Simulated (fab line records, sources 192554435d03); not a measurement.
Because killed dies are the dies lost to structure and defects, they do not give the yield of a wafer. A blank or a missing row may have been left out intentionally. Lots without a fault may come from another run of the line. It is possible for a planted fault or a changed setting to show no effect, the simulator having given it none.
The same fault as seen by 2 desks / flow n5_finfet / only its own numbers are on each desk; what lay behind them is given at the end

== THE METROLOGY DESK ==
What the gauges read for every lot (on any tool): the sampled wafers with a number, averaged. The brackets show how far a lot's mean lies from the usual mean; more than 4 standard deviations puts the lot out of limits, marked OUT.
Columns: A = cd_nm at N5_BEOL_M11_CD_MEAS_35, usual 70.1 nm; B = M12_ILD_THK at N5_BEOL_M12_THK_MEAS_01, usual 658 nm
lot=L150; first seen here=day 11 00:16; A=70.7; B=660
lot=L149; first seen here=day 11 00:43; A=69.7; B=659
lot=L148; first seen here=day 11 00:43; A=69.6; B=658
lot=L151; first seen here=day 11 14:40; A=69.1; B=653
lot=L152; first seen here=day 11 18:52; A=69.1; B=645
lot=L154; first seen here=day 12 09:47; A=70.7; B=670
lot=L158; first seen here=day 12 18:13; A=69.6; B=663
lot=L160; first seen here=day 13 22:28; A=71.0; B=658
lot=L169; first seen here=day 16 08:38; A=70.9; B=657
lot=L171; first seen here=day 16 10:35; A=70.6; B=655
lot=L170; first seen here=day 16 10:50; A=70.5; B=653
This desk's verdict: no lot among the 11 shows anything out of limits.

== FOR THE TOOL OWNER'S DESK: pecvd-01 ==
The tool's own readings at N5_BEOL_M11_PECVD_70 (deposits SiO2 from TEOS/O2, target thk 20 nm, time 22.7 s): means of the sampled wafers that have a number, for each lot that ran on this tool. The brackets show how far a lot's mean lies from the usual mean; more than 4 standard deviations puts the lot out of limits, marked OUT.
Columns: A = heater_power_w at N5_BEOL_M11_PECVD_70, usual 675 W; B = showerhead_plenum_p_Torr at N5_BEOL_M11_PECVD_70, usual 8.79 Torr; C = throttle_valve_pct at N5_BEOL_M11_PECVD_70, usual 22.3 %
lot=L149; first seen here=day 10 17:49; A=600; B=8.77; C=21.9
lot=L150; first seen here=day 10 20:20; A=639; B=8.77; C=21.5
lot=L152; first seen here=day 11 14:47; A=604; B=8.81; C=21.6
lot=L160; first seen here=day 13 16:44; A=559; B=8.78; C=21.8
lot=L169; first seen here=day 16 04:35; A=614; B=8.82; C=21.7
lot=L170; first seen here=day 16 06:32; A=638; B=8.84; C=22.2
This desk's verdict: no lot among the 6 shows anything out of limits.

== BROUGHT TOGETHER ==
From the metrology desk's view, nothing was out of limits.
The desk of the tool owner found nothing out of limits.

== WHAT HAD BEEN PUT IN BY THE SIMULATOR ==
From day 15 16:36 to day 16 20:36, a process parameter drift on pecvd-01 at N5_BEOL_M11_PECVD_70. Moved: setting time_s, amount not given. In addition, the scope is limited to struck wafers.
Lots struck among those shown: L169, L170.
